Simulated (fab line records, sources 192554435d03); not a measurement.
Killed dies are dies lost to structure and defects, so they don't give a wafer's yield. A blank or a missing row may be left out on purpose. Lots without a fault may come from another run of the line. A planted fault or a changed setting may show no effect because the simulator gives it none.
A struck lot beside a sound one | flow n5_finfet | 15 steps out of a route of 1938
Sound: wafers L849.2, L849.4, L849.5. Struck: wafer L853.3. (L853.4, L853.5 of the same lot were not struck and are left out.) The cause comes at the end.
At each step with rows: each side's tool, then ch and its chambers, then its first start. Under that, the readings that differ: sound wafers | struck wafers | difference of the means | sigmas: that difference in standard deviations of wafers without a fault.
alike: readings whose means differ by less than 2 such deviations, and words and numbers that are the same on both sides. not compared: withheld readings, readings that some wafer has no value for, bounds like >300 that may hide the same value, and numbers for which the record gives no deviation and whose values overlap.
The two part at a step that has a row with sigmas, a row that says differs or no value, or rows on one side only. Numbers that don't overlap but have no deviation are shown without sigmas and don't part them. A reading that every wafer of one side lacks parts them only if that side has two wafers or more.

first, 8 steps without rows for these wafers: N5_BEOL_M12_COAT_58 (time 60 s, resist thk 89 nm); N5_BEOL_M12_COAT_04 (resist thk 400 nm); N5_BEOL_M12_EBR_06; N5_BEOL_M12_SOFTBAKE_05 (time 60 s); N5_BEOL_M12_EXPOSE_07 (exposes mask V11); N5_BEOL_M12_PEB_08 (peb time 90 s); N5_BEOL_M12_DEVELOP_09 (develop time 45 s); N5_BEOL_M12_HARDBAKE_14 (time 120 s).
N5_BEOL_M12_CD_MEAS_10: target cd 140 nm.
  sound on cd_sem-01 ch 0, day 12 20:20; struck on cd_sem-02 ch 0, day 13 14:54
  alike: cd_nm
N5_BEOL_M12_OVL_MEAS_11:
  sound on overlay-02 ch 0, day 12 20:22; struck on overlay-01 ch 0, day 13 14:55
  alike: V11_OVL
N5_BEOL_M12_INSPECT_12: inspects for defects (macro).
  sound on defect_inspect-01, day 12 20:23; struck on defect_inspect-01, day 13 14:57
  alike: raw_defect_count
N5_BEOL_M12_DESCUM_15: chemistry O2, time 7.9 s.
  sound on rie_diel-03 ch 0,1,3, day 12 20:25; struck on rie_diel-05 ch 0, day 13 14:59
  alike: bias_power_w, chamber_pressure_mTorr, drypump_motor_current_A, oes_product_au, rf_vpp_V, showerhead_plenum_p_Torr, temp_c, throttle_valve_pct
  not compared: rf_hours_counter_h
N5_BEOL_M12_ETCH_59: etches BARC in N2/H2, target depth 89 nm, overetch 26.7 nm, time 67.9 s.
  sound on rie_diel-03 ch 0,1,3, day 12 20:27; struck on rie_diel-05 ch 0, day 13 15:01
  reading                                    | sound             | struck | difference | sigmas
  bias_w (W)                                 | 150.6 149.9 149.9 | 114.3  | -35.8      | -76
  rf_vpp_V (V)                               | 528.2 523.3 525.7 | 437.3  | -88.4      | -34
  showerhead_plenum_p_Torr (Torr)            | 2.72 2.55 2.65    | 2.44   | -0.20      | -2
  model.coat_of_BEOL_M12_COAT_04.thk_nm (nm) | 313.2 317.6 315.8 | 324.4  | +8.9       |
  alike: chamber_pressure_mTorr, drypump_motor_current_A, oes_product_au, throttle_valve_pct
  not compared: rf_hours_counter_h
N5_BEOL_M12_VIA_ETCH_16: etches SiOC in C4F8/O2/Ar, target depth 724.8 nm.
  sound on rie_diel-03 ch 0,1,3, day 12 20:30; struck on rie_diel-05 ch 0, day 13 15:04
  alike: bias_w, chamber_pressure_mTorr, drypump_motor_current_A, oes_product_au, rf_vpp_V, showerhead_plenum_p_Torr, throttle_valve_pct
N5_PASSIVATION_PROBE_49:
  the record has rows for the sound wafers here (prober-02, day 14 15:57) and none for the struck ones

WHERE THEY PART
First at N5_BEOL_M12_ETCH_59; last, within this record, at N5_PASSIVATION_PROBE_49.

WHY: what the simulator had put in
Process parameter drift: rie_diel-05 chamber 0, from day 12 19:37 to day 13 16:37, at N5_BEOL_M12_ETCH_59. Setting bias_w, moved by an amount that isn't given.
